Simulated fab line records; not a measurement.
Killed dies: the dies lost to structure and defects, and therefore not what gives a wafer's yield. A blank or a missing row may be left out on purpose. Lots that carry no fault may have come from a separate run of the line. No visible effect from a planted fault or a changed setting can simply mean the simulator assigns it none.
What tool caused it? + flow nand_harc + 39 wafers from 13 lots sampled at 5 of the route's 1159 steps

## WHAT EACH GAUGE READ, for each wafer
NHARC_END_SORT_01. Usual: killed_at_array 29, standard deviation 13; killed_at_other 0.7, standard deviation 1; killed_at_periphery 3.2, standard deviation 2.3; killed_dies 33, standard deviation 13; killed_open 3.3, standard deviation 1.7; killed_short 2.0, standard deviation 1.5.
| lot  | measured     | on        | killed_at_array | killed_at_other | killed_at_periphery | killed_dies | killed_open | killed_short | flag |
|------|--------------|-----------|-----------------|-----------------|---------------------|-------------|-------------|--------------|------|
| L142 | day 22 09:26 | prober-02 | 19 18 15        | 0 0 0           | 2 5 3               | 21 23 18    | 1 2 5       | 4 2 2        |      |

## TOOL THAT RAN EACH LOT (tool first, then ch and the chambers of the sampled wafers, then the start)
| lot  | NHARC_A_SGD_CUT_ETCH_16                       | NHARC_A_SGD_CUT_CMP_21        | NHARC_A_SLIT_DEP_25             | NHARC_A_SLIT_DEP_23             |
|------|-----------------------------------------------|-------------------------------|---------------------------------|---------------------------------|
| L130 | rie_diel-13 ch 1,3, day 13 23:34 or earlier   | cmp-04 ch 1,2,3, day 13 23:34 | pecvd-04 ch 0,1,2, day 14 00:20 | pecvd-03 ch 1,2, day 14 02:39   |
| L129 | rie_diel-03 ch 0,3, day 13 23:32 or earlier   | cmp-01 ch 1,2, day 13 23:32   | pecvd-02 ch 0,1, day 14 00:35   | pecvd-04 ch 1,2, day 14 03:21   |
| L132 | rie_diel-13 ch 1,2,3, day 14 11:42 or earlier | cmp-04 ch 0,2,3, day 14 11:42 | pecvd-03 ch 1,2, day 14 12:39   | pecvd-03 ch 0,1,2, day 14 14:59 |
| L131 | rie_diel-03 ch 0,1,2, day 14 11:46 or earlier | cmp-02 ch 1,2,3, day 14 11:46 | pecvd-02 ch 0,1, day 14 12:46   | pecvd-03 ch 0,1, day 14 16:26   |
| L134 | rie_diel-03 ch 1,3, day 15 10:52 or earlier   | cmp-01 ch 2,3, day 15 10:52   | pecvd-02 ch 0,1, day 15 11:43   | pecvd-02 ch 0,1, day 15 14:13   |
| L133 | rie_diel-13 ch 0,1,2, day 15 10:52 or earlier | cmp-04 ch 2,3, day 15 10:52   | pecvd-03 ch 0,1,2, day 15 11:46 | pecvd-02 ch 0,1, day 15 14:02   |
| L137 | rie_diel-03 ch 0,1, day 16 02:05 or earlier   | cmp-01 ch 2,3, day 16 02:05   | pecvd-02 ch 0,2, day 16 03:05   | pecvd-03 ch 1,2, day 16 09:14   |
| L142 | rie_diel-03 ch 0,2,3, day 17 07:04 or earlier | cmp-01 ch 0,1,2, day 17 07:04 | pecvd-03 ch 0,1,2, day 17 07:52 | pecvd-03 ch 0,1, day 17 10:10   |
| L141 | rie_diel-03 ch 1,2, day 17 07:16 or earlier   | cmp-04 ch 0,1,3, day 17 07:16 | pecvd-03 ch 0,1,2, day 17 08:07 | pecvd-03 ch 0,1,2, day 17 10:47 |
| L146 | rie_diel-13 ch 1,2, day 18 05:54 or earlier   | cmp-04 ch 0,2,3, day 18 05:54 | pecvd-02 ch 0,1, day 18 06:41   | pecvd-04 ch 0,2, day 18 12:37   |
| L148 | rie_diel-02 ch 0,2,3, day 19 10:47 or earlier | cmp-04 ch 0,1,2, day 19 10:47 | pecvd-02 ch 0,1,2, day 19 11:36 | pecvd-04 ch 0,1, day 19 13:55   |
| L149 | rie_diel-03 ch 0,3, day 19 10:53 or earlier   | cmp-04 ch 1,3, day 19 10:53   | pecvd-04 ch 1,2, day 19 11:50   | pecvd-02 ch 0,1, day 19 15:50   |
| L150 | rie_diel-02 ch 0,3, day 19 16:00 or earlier   | cmp-01 ch 0,3, day 19 16:00   | pecvd-04 ch 0,2, day 19 16:50   | pecvd-04 ch 1,2, day 19 19:46   |
- NHARC_A_SGD_CUT_ETCH_16: etches the open film in C4F8/O2/Ar, target depth 310.5 nm, time 155.2 s.
- NHARC_A_SGD_CUT_CMP_21: polishes, target thk 148.19 nm.
- NHARC_A_SLIT_DEP_25: deposits SiO2, target thk 200 nm.
- NHARC_A_SLIT_DEP_23: deposits SiON, target thk 100 nm.

## AS READ BY THE TOOLS THEMSELVES (means over the sampled wafers that have a number; for cases with no such wafer, the mark the record gives instead)
NHARC_A_SGD_CUT_ETCH_16. Usual: oes_product_au 0.976 a.u., standard deviation 0.014; rf_vpp_V 721 V, standard deviation 4.4.
| lot  | tool        | oes_product_au (a.u.) | rf_vpp_V (V) | flag |
|------|-------------|-----------------------|--------------|------|
| L130 | rie_diel-13 | 0.980                 | 720          |      |
| L129 | rie_diel-03 | 0.978                 | 725          |      |
| L132 | rie_diel-13 | 0.974                 | 719          |      |
| L131 | rie_diel-03 | 0.979                 | 723          |      |
| L134 | rie_diel-03 | 0.978                 | 719          |      |
| L133 | rie_diel-13 | 0.982                 | 721          |      |
| L137 | rie_diel-03 | 0.973                 | 724          |      |
| L142 | rie_diel-03 | 0.978                 | 724          |      |
| L141 | rie_diel-03 | 0.969                 | 720          |      |
| L146 | rie_diel-13 | 0.943                 | 718          |      |
| L148 | rie_diel-02 | 0.966                 | 721          |      |
| L149 | rie_diel-03 | 0.988                 | 723          |      |
| L150 | rie_diel-02 | 0.985                 | 725          |      |

NHARC_A_SGD_CUT_CMP_21. Usual: motor_current_A 11.8 A, standard deviation 1.2; pad_life_wafers 334, standard deviation 200; time_to_endpoint_s 52 s, standard deviation 3.7.
| lot  | tool   | motor_current_A (A) | pad_life_wafers | time_to_endpoint_s (s) | flag |
|------|--------|---------------------|-----------------|------------------------|------|
| L130 | cmp-04 | 11.9                | 32              | 52                     |      |
| L129 | cmp-01 | 11.7                | 192             | 49                     |      |
| L132 | cmp-04 | 11.4                | 109             | 49                     |      |
| L131 | cmp-02 | 11.3                | 542             | 50                     |      |
| L134 | cmp-01 | 10.1                | 384             | 52                     |      |
| L133 | cmp-04 | 11.8                | 234             | 52                     |      |
| L137 | cmp-01 | 10.6                | 572             | 57                     |      |
| L142 | cmp-01 | 12.1                | 86              | 53                     |      |
| L141 | cmp-04 | 11.5                | 573             | 53                     |      |
| L146 | cmp-04 | 11.3                | 69              | 48                     |      |
| L148 | cmp-04 | 11.4                | 182             | 52                     |      |
| L149 | cmp-04 | 12.3                | 187             | 51                     |      |
| L150 | cmp-01 | 12.5                | 439             | 53                     |      |

NHARC_A_SLIT_DEP_25. Usual: heater_power_w 531 W, standard deviation 82; mfc_precursor_sccm 161.5 sccm, standard deviation 0.53; rf_fwd_power_W 897 W, standard deviation 3; throttle_valve_pct 15.8 %, standard deviation 0.43.
| lot  | tool     | heater_power_w (W) | mfc_precursor_sccm (sccm) | rf_fwd_power_W (W) | throttle_valve_pct (%) | flag |
|------|----------|--------------------|---------------------------|--------------------|------------------------|------|
| L130 | pecvd-04 | 650                | 162.0                     | 896                | 15.5                   |      |
| L129 | pecvd-02 | 451                | 161.1                     | 896                | 16.3                   |      |
| L132 | pecvd-03 | 463                | 161.7                     | 898                | 15.6                   |      |
| L131 | pecvd-02 | 487                | 161.3                     | 900                | 16.6                   |      |
| L134 | pecvd-02 | 467                | 161.8                     | 897                | 16.1                   |      |
| L133 | pecvd-03 | 544                | 161.8                     | 896                | 15.7                   |      |
| L137 | pecvd-02 | 520                | 161.6                     | 901                | 15.6                   |      |
| L142 | pecvd-03 | 602                | 161.3                     | 755                | 15.6                   | OFF  |
| L141 | pecvd-03 | 577                | 161.4                     | 752                | 15.7                   | OFF  |
| L146 | pecvd-02 | 444                | 160.7                     | 892                | 16.3                   |      |
| L148 | pecvd-02 | 524                | 161.3                     | 900                | 16.2                   |      |
| L149 | pecvd-04 | 500                | 161.8                     | 897                | 15.6                   |      |
| L150 | pecvd-04 | 625                | 161.3                     | 898                | 15.3                   |      |

NHARC_A_SLIT_DEP_23. Usual: heater_power_w 738 W, standard deviation 83; rf_fwd_power_W 348.3 W, standard deviation 1.3.
| lot  | tool     | heater_power_w (W) | rf_fwd_power_W (W) | flag |
|------|----------|--------------------|--------------------|------|
| L130 | pecvd-03 | 719                | 349.1              |      |
| L129 | pecvd-04 | 718                | 349.2              |      |
| L132 | pecvd-03 | 754                | 349.2              |      |
| L131 | pecvd-03 | 814                | 349.7              |      |
| L134 | pecvd-02 | 703                | 346.7              |      |
| L133 | pecvd-02 | 671                | 348.6              |      |
| L137 | pecvd-03 | 809                | 347.7              |      |
| L142 | pecvd-03 | 843                | 349.7              |      |
| L141 | pecvd-03 | 721                | 348.7              |      |
| L146 | pecvd-04 | 805                | 346.4              |      |
| L148 | pecvd-04 | 756                | 349.1              |      |
| L149 | pecvd-02 | 622                | 348.6              |      |
| L150 | pecvd-04 | 812                | 348.2              |      |

## THE ANSWER, worked out from the rows above alone
Rule: a lot is off if the mean of its wafers that have a number lies more than 3 standard deviations from the usual mean. Also off: a lot with no number at a reading for which 4 or more lots have one. All remaining lots with rows at the step are treated as sound. First the gauges in route order, then the tools' own readings, where a lot's mean is used as printed above. The first step at which some lot is off is used, and at that step the reading that is off furthest; a lot without a number counts as furthest.
Off: L142, L141 (NHARC_A_SLIT_DEP_25, rf_fwd_power_W).
If a tool, at that step or one of the process steps before it, ran each lot that is off and ran no sound lot following the first of them, it fits. With no start given for some of its lots, NHARC_A_SGD_CUT_ETCH_16 uses the hours and lot order of NHARC_A_SGD_CUT_CMP_21. One fits: pecvd-03 at NHARC_A_SLIT_DEP_25. Its last sound lot is L133 (day 15 11:46), its first lot that is off L142 (day 17 07:52): a fault that began between those two fits.
On the lots that are off, the tool's own readings at NHARC_A_SLIT_DEP_25 differ by more than 5 times the standard deviation of the sound lots' means, which bears it out; rf_fwd_power_W reads 754 W there versus 897 W on the sound lots.

## WHAT THE SIMULATOR HAD INSERTED
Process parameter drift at NHARC_A_SLIT_DEP_25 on pecvd-03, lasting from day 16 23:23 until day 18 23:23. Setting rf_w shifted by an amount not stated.
Lots struck among those shown: L142, L141. The rule given above showed the same thing.
